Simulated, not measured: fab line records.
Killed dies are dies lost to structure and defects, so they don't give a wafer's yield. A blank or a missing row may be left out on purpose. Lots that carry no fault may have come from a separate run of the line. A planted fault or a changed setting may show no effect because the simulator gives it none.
fab line records	flow n5-finfet	part 2 of 2: steps 5 to 6 of 6
[record] lots = 22	wafers = 66	last-day = 17
route steps=1938 shown FIN_SAQP@118 STI_FIN_REVEAL@191
lots that met no fault: taken from a fault-free run of the same line
start-h: the number of hours between the record's first day and the start of the first shown wafer of the lot	wait-h: how many hours have passed since the lot's step before this one	" identical to the entry in the row above	L1.1+2: one row covering several wafers at once	- either no value or no given start	* or withheld: withheld	< > ~ a bound
route shown NAME@n: NAME is a module with steps in the file, n the number in the route of the first one	usual: mean/standard deviation taken from wafers without a fault	same: alike in all rows	chamber/n: place in a boat	sites: readings site by site	_std_site: the values' standard deviation	_edge_site: outer sites' mean less inner sites'	radius-mm: how far each site lies from the wafer's centre	mask NAME#n: copy n	behind: the most recent tool/chamber to have shaped the wafer	hold: what put the lot on hold/how long, in hours/how the hold closed	device: whichever transistor did not switch (one of n, p or np)	end of line: the tests these same wafers got at the end of their route	where a step has no rows: the recipe by itself	killed: at the first sort, the dies lost to defects and structure; wafer yield is something else	map: a wafer's dies, x killed, . not, _ none there
set.NAME: the setting the step ran with; set.NAME@STEP: the setting that earlier step ran with	model.NAME: the simulator's own value behind a step, which no gauge read
steps of the route over a sample of lots; a table a step, a row a wafer
services: a tool's chamber out of use, with start hour (start-h, from the record's first day; less than 0 if before it), hours out, and reason
[[steps]]
[step N5_FIN_SAQP_SPACER2_ETCHBACK_29]
[recipe] chemistry = CHF3/O2	mode = anisotropic-etchback	target = SiO2	target-depth-a = 122	time-s = 6.1	pressure-mtorr = 30	source-w = 650	bias-w = 170	Ar_flow_sccm = 200	CHF3_flow_sccm = 50	O2_flow_sccm = 5	ion-energy-ev = 200
[usual] drypump-motor-current-A = 5.7/0.48	oes-product-au = 0.82/0.1	rf-vpp-V = 520/18	showerhead-plenum-p-Torr = 2.42/0.063	throttle-valve-pct = 19.00/0.23
[same] time-s = 6.1
lot.wafer	tool	chamber	start-h	wait-h	drypump-motor-current-A	oes-product-au	rf-hours-counter-h	rf-vpp-V	showerhead-plenum-p-Torr	throttle-valve-pct
L074.2	rie-diel-05	1	25.94	0.2	5.8	0.69	248	541	2.37	19.15
L074.3	"	3	"	"	5.0	0.68	222	520	2.40	19.18
L074.4	"	2	"	"	6.7	0.76	128	511	2.39	19.14
L075.4	rie-diel-01	2	31.22	0.2	5.3	0.81	85	492	2.55	18.98
L075.5	"	0	"	"	6.3	0.84	-	539	2.46	18.94
L075.6	"	1	"	"	5.7	0.72	-	532	2.40	19.46
L076.2	rie-diel-01	2	39.35	0.2	5.3	0.81	86	492	2.55	18.98
L076.3	"	1	"	"	5.7	0.73	176	531	2.40	19.45
L076.6	"	2	"	"	5.3	0.80	-	493	2.55	18.98
L077.3	rie-diel-05	2	44.18	0.2	6.7	0.74	135	511	2.38	19.15
L077.5	"	3	"	"	5.0	0.68	-	521	2.40	19.19
L077.6	"	0	"	"	5.1	0.96	-	525	2.39	18.82
L080.1	rie-diel-04	2	61.49	0.2	5.4	0.69	237	535	2.38	19.12
L080.3	"	0	"	"	5.9	0.82	85	506	2.32	18.68
L080.4	"	1	"	"	5.4	0.94	9	491	2.49	18.96
L081.1	rie-diel-04	2	69.43	0.4	5.4	0.69	240	534	2.38	19.11
L081.3	"	0	"	"	5.9	0.82	87	506	2.32	18.68
L081.6	"	0	"	"	5.9	0.81	-	507	2.32	18.67
L082.1	rie-diel-05	0	73.77	0.2	5.1	0.93	21	525	2.39	18.81
L082.3	"	2	"	"	6.7	0.73	147	511	2.38	19.16
L082.4	"	1	"	"	5.8	0.95	9	540	2.37	18.79
L083.1	rie-diel-05	1	79.69	0.2	5.8	0.95	11	540	2.37	18.81
L083.4	"	0	"	"	5.1	0.93	-	525	2.39	18.82
L083.5	"	3	"	"	4.9	0.68	-	519	2.40	19.21
L084.2	rie-diel-01	0	86.10	0.2	6.3	0.82	107	538	2.45	18.98
L084.3	"	2	"	"	5.3	0.78	103	494	2.54	19.01
L084.6	"	1	"	"	5.7	0.70	-	531	2.39	19.49
L085.2	rie-diel-04	3	92.41	0.2	6.0	0.67	251	541	2.38	19.02
L085.4	"	3	"	"	6.0	0.67	-	539	2.38	19.03
L085.5	"	1	"	"	5.4	0.91	-	492	2.49	18.96
L086.2	rie-diel-04	2	98.47	0.2	5.4	0.69	250	533	2.38	19.11
L086.3	"	1	"	"	5.4	0.90	23	491	2.48	18.98
L086.6	"	0	"	"	5.9	0.81	-	505	2.32	18.70
L087.3	rie-diel-01	2	104.35	0.2	5.3	0.78	110	492	2.54	19.02
L087.5	"	2	"	"	5.3	0.78	-	490	2.54	19.04
L087.6	"	1	"	"	5.8	0.71	-	532	2.39	19.50
L088.1	rie-diel-04	0	109.27	0.2	5.9	0.80	100	507	2.32	18.72
L088.5	"	1	"	"	5.4	0.90	-	492	2.48	18.98
L088.6	"	0	"	"	5.9	0.80	-	506	2.32	18.70
L089.1	rie-diel-01	3	115.70	0.3	6.0	0.83	74	539	2.47	19.16
L089.2	"	2	"	"	5.3	0.78	113	492	2.54	19.05
L089.3	"	1	"	"	5.8	0.70	202	530	2.39	19.50
L090.1	rie-diel-04	0	123.06	0.4	6.0	0.80	106	505	2.32	18.71
L090.3	"	1	"	"	5.5	0.90	34	491	2.48	18.98
L090.5	"	3	"	"	6.0	1.01	-	541	2.37	18.63
L091.2	rie-diel-01	3	127.79	0.2	6.0	0.83	79	537	2.47	19.15
L091.5	"	3	"	"	6.0	0.82	-	539	2.47	19.14
L091.6	"	2	"	"	5.3	0.77	-	491	2.54	19.03
L092.1	rie-diel-04	0	133.58	0.3	5.9	0.78	110	506	2.31	18.72
L092.2	"	1	"	"	5.5	0.88	37	492	2.48	19.00
L092.4	"	2	"	"	5.4	0.97	5	534	2.38	18.65
L093.2	rie-diel-01	1	138.93	0.2	5.8	0.70	210	530	2.38	19.52
L093.3	"	0	"	"	6.3	0.79	126	537	2.45	19.00
L093.4	"	2	"	"	5.3	0.77	122	491	2.54	19.04
L094.3	rie-diel-05	0	145.92	0.2	5.1	0.88	52	524	2.38	18.88
L094.4	"	2	"	"	6.7	0.70	172	510	2.37	19.22
L094.6	"	0	"	"	5.1	0.87	-	524	2.38	18.87
L095.2	rie-diel-01	3	152.41	0.2	6.0	0.82	88	538	2.46	19.17
L095.5	"	3	"	"	6.0	0.82	-	538	2.46	19.17
L095.6	"	2	"	"	5.3	0.76	-	493	2.53	19.05
L096.4	rie-diel-05	1	157.75	0.2	5.8	0.87	43	539	2.35	18.85
L096.5	"	2	"	"	6.8	0.70	-	511	2.37	19.22
L096.6	"	3	"	"	5.0	0.96	-	522	2.39	18.83
L097.2	rie-diel-04	2	168.30	0.2	5.4	0.94	15	535	2.37	18.67
L097.4	"	0	"	"	5.9	0.77	121	505	2.31	18.75
L097.6	"	3	"	"	6.0	0.96	-	542	2.37	18.65
[step N5_STI_FIN_REVEAL_STRIP_24]
[recipe] chemistry = N2/H2	time-s = 90	power-w = 100	temp-c = 40	pressure-mtorr = 100	rf-frequency-hz = 6e+07	bias-power-w = 3	n2-flow-sccm = 300	h2-flow-sccm = 300
[usual] drypump-motor-current-A = 5.7/0.47	oes-product-au = 0.82/0.093	rf-vpp-V = 45.2/0.77	showerhead-plenum-p-Torr = 3.39/0.08	throttle-valve-pct = 12.3/0.33
[same] time-s = 90
lot.wafer	tool	chamber	start-h	wait-h	drypump-motor-current-A	oes-product-au	rf-hours-counter-h	rf-vpp-V	showerhead-plenum-p-Torr	throttle-valve-pct
L074.2	rie-diel-05	2	34.33	0.0	6.7	0.77	132	45.6	3.41	12.7
L074.3	"	3	"	"	5.0	0.69	226	45.3	3.33	12.5
L074.4	"	2	"	"	6.7	0.77	-	45.2	3.41	12.7
L075.4	rie-diel-04	1	39.13	0.0	5.4	0.99	2	45.3	3.47	12.0
L075.5	"	1	"	"	5.4	0.99	-	45.0	3.48	12.1
L075.6	"	0	"	"	5.9	0.83	-	44.6	3.31	12.2
L076.2	rie-diel-04	3	48.03	0.0	6.0	0.68	237	46.8	3.31	12.3
L076.3	"	2	"	"	5.4	0.70	233	44.7	3.36	12.6
L076.6	"	1	"	"	5.5	0.97	-	44.6	3.47	12.1
L077.3	rie-diel-01	0	52.36	0.0	6.3	0.82	95	45.1	3.44	12.2
L077.5	"	2	"	"	5.3	0.80	-	45.8	3.55	12.2
L077.6	"	1	"	"	5.8	0.72	-	44.4	3.37	12.9
L080.1	rie-diel-01	0	69.74	0.0	6.4	0.80	101	45.2	3.44	12.2
L080.3	"	1	"	"	5.8	0.71	187	45.0	3.37	12.9
L080.4	"	2	"	"	5.3	0.80	98	45.7	3.54	12.3
L081.1	rie-diel-04	0	77.52	0.0	5.9	0.82	90	45.3	3.31	12.2
L081.3	"	1	"	"	5.4	0.95	14	46.5	3.47	12.1
L081.6	"	0	"	"	5.9	0.83	-	44.9	3.31	12.2
L082.1	rie-diel-01	2	82.22	0.0	5.3	0.79	102	45.5	3.54	12.3
L082.3	"	1	"	"	5.8	0.71	191	45.6	3.37	12.9
L082.4	"	0	"	"	6.4	0.80	105	46.1	3.44	12.2
L083.1	rie-diel-05	0	87.98	0.0	5.1	0.92	26	45.2	3.30	11.9
L083.4	"	0	"	"	5.1	0.92	-	46.8	3.30	11.9
L083.5	"	1	"	"	5.8	0.94	-	46.0	3.27	11.9
L084.2	rie-diel-05	2	94.26	0.0	6.7	0.74	150	45.3	3.40	12.8
L084.3	"	0	"	"	5.1	0.91	29	45.8	3.30	11.9
L084.6	"	2	"	"	6.7	0.74	-	45.0	3.40	12.8
L085.2	rie-diel-01	0	100.98	0.0	6.4	0.79	112	44.8	3.43	12.3
L085.4	"	2	"	"	5.3	0.80	108	45.8	3.54	12.3
L085.5	"	0	"	"	6.3	0.80	-	45.2	3.44	12.3
L086.2	rie-diel-01	0	106.65	0.0	6.3	0.79	115	43.6	3.43	12.3
L086.3	"	1	"	"	5.8	0.70	200	45.1	3.36	12.9
L086.6	"	0	"	"	6.3	0.79	-	44.5	3.43	12.3
L087.3	rie-diel-01	0	112.67	0.0	6.4	0.78	117	44.5	3.43	12.3
L087.5	"	1	"	"	5.8	0.70	-	44.2	3.36	12.9
L087.6	"	0	"	"	6.3	0.80	-	44.4	3.43	12.3
L088.1	rie-diel-05	1	117.25	0.0	5.8	0.90	28	44.4	3.26	11.9
L088.5	"	3	"	"	5.0	1.03	-	44.8	3.32	11.9
L088.6	"	2	"	"	6.7	0.73	-	45.8	3.40	12.8
L089.1	rie-diel-05	3	124.01	0.0	5.0	1.01	3	44.9	3.32	11.9
L089.2	"	1	"	"	5.8	0.90	31	44.6	3.26	11.9
L089.3	"	0	"	"	5.1	0.90	43	46.2	3.29	11.9
L090.1	rie-diel-04	2	132.18	0.0	5.3	0.97	5	45.6	3.35	12.0
L090.3	"	3	"	"	6.0	0.98	9	44.5	3.30	11.7
L090.5	"	0	"	"	5.9	0.80	-	45.3	3.30	12.3
L091.2	rie-diel-04	2	135.87	0.0	5.3	0.95	6	45.1	3.35	12.0
L091.5	"	0	"	"	5.9	0.79	-	46.0	3.29	12.3
L091.6	"	1	"	"	5.5	0.90	-	45.2	3.46	12.1
L092.1	rie-diel-04	3	142.15	0.0	6.0	0.96	11	44.4	3.30	11.7
L092.2	"	1	"	"	5.4	0.90	40	44.7	3.45	12.1
L092.4	"	0	"	"	5.9	0.80	112	43.8	3.29	12.3
L093.2	rie-diel-05	0	147.04	0.0	5.1	0.88	52	44.8	3.29	12.0
L093.3	"	1	"	"	5.8	0.87	40	45.0	3.26	12.0
L093.4	"	3	"	"	5.0	0.97	12	45.7	3.31	11.9
L094.3	rie-diel-01	3	153.92	0.0	6.0	0.82	89	44.6	3.40	12.2
L094.4	"	0	"	"	6.3	0.77	131	44.7	3.42	12.3
L094.6	"	3	"	"	6.0	0.81	-	45.2	3.40	12.2
L095.2	rie-diel-01	1	160.44	0.0	5.8	0.69	218	44.7	3.35	12.9
L095.5	"	2	"	"	5.3	0.76	-	45.3	3.53	12.3
L095.6	"	1	"	"	5.8	0.69	-	45.2	3.35	12.9
L096.4	rie-diel-01	0	165.75	0.0	6.3	0.77	136	45.1	3.42	12.3
L096.5	"	1	"	"	5.8	0.69	-	44.3	3.35	12.9
L096.6	"	0	"	"	6.3	0.77	-	45.2	3.42	12.3
L097.2	rie-diel-04	3	176.24	0.0	6.1	0.94	22	45.0	3.29	11.7
L097.4	"	3	"	"	6.0	0.94	-	45.6	3.29	11.7
L097.6	"	1	"	"	5.4	0.88	-	46.6	3.45	12.2
[[services]]
tool	chamber	start-h	hours	kind
rie-diel-04	1	9.62	-	clean
rie-diel-04	1	9.62	-	consumable-replace:focus-ring
rie-diel-04	1	9.62	23.0	scheduled-down
rie-diel-04	1	9.62	23.0	vent-cycle
vapor-etch-02	-	11.37	0.2	repair
rie-diel-05	1	30.71	-	clean
rie-diel-05	1	30.71	-	consumable-replace:focus-ring
rie-diel-05	1	30.71	18.3	scheduled-down
rie-diel-05	1	30.71	18.3	vent-cycle
rie-diel-05	-	34.46	0.1	repair
rie-diel-05	0	64.07	2.2	repair
rie-diel-04	0	87.45	6.6	repair
rie-diel-04	3	94.41	-	clean
rie-diel-04	3	94.41	-	consumable-replace:focus-ring
rie-diel-05	3	96.43	-	clean
rie-diel-05	3	96.43	-	consumable-replace:focus-ring
rie-diel-05	3	96.43	19.5	scheduled-down
rie-diel-04	2	108.99	-	clean
rie-diel-04	2	108.99	-	consumable-replace:focus-ring
rie-diel-04	2	108.99	10.1	scheduled-down
rie-diel-04	2	108.99	10.1	vent-cycle
rie-diel-04	-	148.85	0.1	repair
vapor-etch-01	0	149.91	6.6	repair
rie-diel-04	2	172.28	4.3	repair
